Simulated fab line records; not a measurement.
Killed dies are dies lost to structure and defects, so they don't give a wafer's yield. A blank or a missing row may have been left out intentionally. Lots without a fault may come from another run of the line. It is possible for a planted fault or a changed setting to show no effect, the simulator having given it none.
2 desks, one fault -- flow nandHarc -- each desk holds nothing but its own numbers, with what lay behind them at the end

== THE DEFECT DESK ==
Lot by lot, what the route's inspections counted, given as the mean of those sampled wafers with a number. Marked OUT: a lot whose mean sits more than 4 standard deviations from the usual mean, which makes it out of limits; the brackets give that distance.
Columns: A = rawDefectCount at NHARC_A_BLC_INSPECT_12, usual 34
lot,first seen here,A
L260,day 17 13:27,34
L261,day 17 18:42,22
L263,day 18 01:40,33
L262,day 18 02:46,13
L264,day 19 00:37,23
L267,day 19 04:52,43
L269,day 20 16:04,305 (+18) OUT
L280,day 22 09:28,19
L281,day 22 16:32,59
L283,day 22 21:01,14
L282,day 23 03:19,47
This desk's finding: out of limits on L269; first on L269, day 20 16:04 (rawDefectCount at NHARC_A_BLC_INSPECT_12). L260, L261, L263, L262, L264, L267, L280, L281, L283, L282: within limits.

== DESK OF THE TOOL OWNER: cmp-01 ==
The tool's own readings at NHARC_A_CONTACT_CMP_20 (polishes, t overpolish 30 s, target thk 300 nm): means of the sampled wafers that have a number, for each lot that ran on this tool. Marked OUT: a lot whose mean sits more than 4 standard deviations from the usual mean, which makes it out of limits; the brackets give that distance.
Columns: A = motorCurrentA at NHARC_A_CONTACT_CMP_20, usual 11.9 A; B = overpolishRunS at NHARC_A_CONTACT_CMP_20, usual 30.000 s; C = timeToEndpointS at NHARC_A_CONTACT_CMP_20, usual 58 s
lot,first seen here,A,B,C
L261,day 17 17:41,11.2,30.003,62
L262,day 18 01:43,11.7,30.001,62
L267,day 19 03:59,11.1,30.007,63
L269,day 20 15:11,11.8,30.002,61
This desk's finding: nothing out of limits on any of the 4 lots.

== BROUGHT TOGETHER ==
The defect desk could have raised an alarm at day 20 16:04, on L269.
The desk of the tool owner found nothing out of limits.
On record at the tool owner's desk: L269, within its limits.
Every lot named ran NHARC_A_CONTACT_CMP_20 on cmp-01.

== WHAT THE SIMULATOR HAD INSERTED ==
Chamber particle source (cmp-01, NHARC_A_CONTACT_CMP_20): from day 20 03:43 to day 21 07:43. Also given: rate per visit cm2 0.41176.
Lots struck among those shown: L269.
Hours from the fault's start to each desk's first reading out of limits: the defect desk, 12.
